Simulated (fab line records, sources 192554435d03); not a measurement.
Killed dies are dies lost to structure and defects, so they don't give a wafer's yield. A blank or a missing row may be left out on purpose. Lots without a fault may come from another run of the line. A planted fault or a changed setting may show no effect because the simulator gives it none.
Chamber matching | flow n5_finfet | N5_MOL_CONTACT_COAG_ALD_133 on ald_sin-03: 4 sister chambers
The step deposits SiO2, target thk 5 nm, pulse time 1 s, co reactant pulse time 1 s. 16 wafers are shown with their chamber, then 8 later ones without.

WAFERS WITH THEIR CHAMBER
wafer  | chamber | heater_power_w (W) | precursor_pulse_height_rel
L075.1 | 3       | 75                 | 0.995
L075.2 | 1       | 74                 | 0.972
L075.6 | 1       | 73                 | 0.975
L077.1 | 1       | 73                 | 0.965
L077.4 | 0       | 82                 | 1.020
L077.6 | 2       | 79                 | 1.042
L080.2 | 0       | 82                 | 1.022
L080.3 | 1       | 73                 | 0.999
L080.4 | 2       | 80                 | 1.048
L085.3 | 3       | 76                 | 1.002
L085.4 | 0       | 82                 | 0.987
L085.5 | 2       | 79                 | 1.000
L089.2 | 3       | 76                 | 1.000
L089.3 | 1       | 73                 | 1.024
L089.4 | 2       | 78                 | 0.991
L093.1 | 1       | 74                 | 1.012

SIGNATURES (means of the wafers above)
reading                    | chamber 0 | chamber 1 | chamber 2 | chamber 3 | scatter within a chamber
heater_power_w             | 82.00     | 73.33     | 79.00     | 75.67     | 0.577
precursor_pulse_height_rel | 1.00967   | 0.99117   | 1.02025   | 0.99900   | 0.0227
Rule: a wafer's distance from a chamber is the root of the sum, over the readings, of the square of ((its reading less the chamber's mean) divided by the reading's scatter). The wafer belongs to the nearest chamber; if the next one is less than 2 further off, it can't be placed. The scatter: the root of (the sum of the squares of (reading less its chamber's mean) over the shown wafers, divided by (wafers less chambers)).

WAFERS WITHOUT THEIR CHAMBER
wafer  | heater_power_w (W) | precursor_pulse_height_rel
L093.2 | 75                 | 1.006
L093.3 | 79                 | 1.020
L097.1 | 73                 | 1.010
L097.2 | 78                 | 1.010
L097.3 | 84                 | 0.966
L097.4 | 74                 | 1.001
L097.5 | 75                 | 1.018
L097.6 | 76                 | 1.044

WHICH CHAMBER EACH WENT THROUGH
wafer  | from the rows above     | in truth
L093.2 | can't be placed: 3 or 1 | 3
L093.3 | 2                       | 2
L097.1 | 1                       | 1
L097.2 | 2                       | 2
L097.3 | 0                       | 0
L097.4 | can't be placed: 1 or 3 | 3
L097.5 | can't be placed: 3 or 1 | 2
L097.6 | 3                       | 3
Placed correctly: 5 of 8. Can't be placed from these rows: 3 (the true chamber is among the candidates in 2). Placed wrongly: 0.
